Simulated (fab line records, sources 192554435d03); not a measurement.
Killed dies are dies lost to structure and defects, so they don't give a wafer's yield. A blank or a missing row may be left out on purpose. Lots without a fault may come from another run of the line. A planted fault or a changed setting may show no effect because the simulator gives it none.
Which tool did it? | flow n5_finfet | 8 lots, 24 wafers sampled, at 3 steps of a route of 1938

WHAT THE GAUGES READ, wafer by wafer
N5_BEOL_M0_SAQP_CD_MEAS_40: target cd 30 nm.
lot  | measured     | on        | cd_nm (nm)
L651 | day 6 07:00  | cd_sem-02 | 29.87 30.39 30.29
L652 | day 6 12:44  | cd_sem-02 | 30.24 30.55 30.17
L657 | day 7 17:41  | cd_sem-02 | 26.93 27.51 27.24
L661 | day 8 21:12  | cd_sem-02 | 27.89 27.64 28.30
L662 | day 9 03:44  | cd_sem-02 | 30.41 29.86 29.97
L663 | day 9 05:39  | cd_sem-02 | 29.69 29.65 30.24
L671 | day 11 02:56 | cd_sem-03 | 30.00 30.06 29.85
L672 | day 11 12:05 | cd_sem-02 | 30.43 29.85 30.12

WHICH TOOL RAN EACH LOT (tool, then ch and the chambers of the sampled wafers, then the start)
lot  | N5_BEOL_M0_SAQP_HM_OPEN_112        | N5_BEOL_M0_SAQP_EXPOSE_37
L651 | rie_diel-01 ch 1,2,3, day 6 02:56  | euv_scanner-02 ch 0, day 6 06:53
L652 | rie_diel-06 ch 0,2,3, day 6 09:17  | euv_scanner-02 ch 0, day 6 12:37
L657 | rie_diel-06 ch 0,3, day 7 13:55    | euv_scanner-02 ch 0, day 7 17:33
L661 | rie_diel-06 ch 1,2,3, day 8 16:56  | euv_scanner-02 ch 0, day 8 21:04
L662 | rie_diel-06 ch 1,2, day 8 23:55    | euv_scanner-01 ch 0, day 9 03:37
L663 | rie_diel-01 ch 1,2,3, day 9 01:48  | euv_scanner-01 ch 0, day 9 05:31
L671 | rie_diel-01 ch 0,1,3, day 10 22:26 | euv_scanner-01 ch 0, day 11 02:49
L672 | rie_diel-06 ch 0,3, day 11 08:37   | euv_scanner-01 ch 0, day 11 11:58
- N5_BEOL_M0_SAQP_HM_OPEN_112: chemistry CHF3/O2, target SiO2, stops on a-Si, target depth 12 nm, time 13.5 s.
- N5_BEOL_M0_SAQP_EXPOSE_37: exposes mask M0 CUT1, target cd 30 nm.

THE ANSWER, worked out from the rows above alone
Rule: what is usual is taken from the lots themselves. Put in order of their means at a reading, lots are off if they are a third of the lots or fewer, leave a main group of 4 or more, and stand apart from it by a gap of 3 or more times the standard deviation of the main group's means; of several such gaps the widest counts. A main group whose means are all the same, to the digits that the tables above print for the reading, isn't used. A lot without any number at a reading at which 4 lots or more have one is off too. The other lots that the step has rows for count as sound.
Off: L657, L661, at N5_BEOL_M0_SAQP_CD_MEAS_40 (cd_nm). The main group: mean 30.09 nm, standard deviation 0.15.
A tool fits if, at a process step before that reading, it ran every lot that is off, and no sound lot after the first of them. The gauges at N5_BEOL_M0_SAQP_CD_MEAS_40 are tried like those tools. One fits: euv_scanner-02 at N5_BEOL_M0_SAQP_EXPOSE_37. Its last sound lot is L652 (day 6 12:37), its first lot that is off L657 (day 7 17:33): a fault that began between those two fits.

WHAT THE SIMULATOR HAD PUT IN
Process parameter drift: euv_scanner-02, from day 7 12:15 on, at N5_BEOL_M0_SAQP_EXPOSE_37. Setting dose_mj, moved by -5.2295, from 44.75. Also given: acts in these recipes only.
Lots struck among those shown: L657, L661. The rule above found the same.
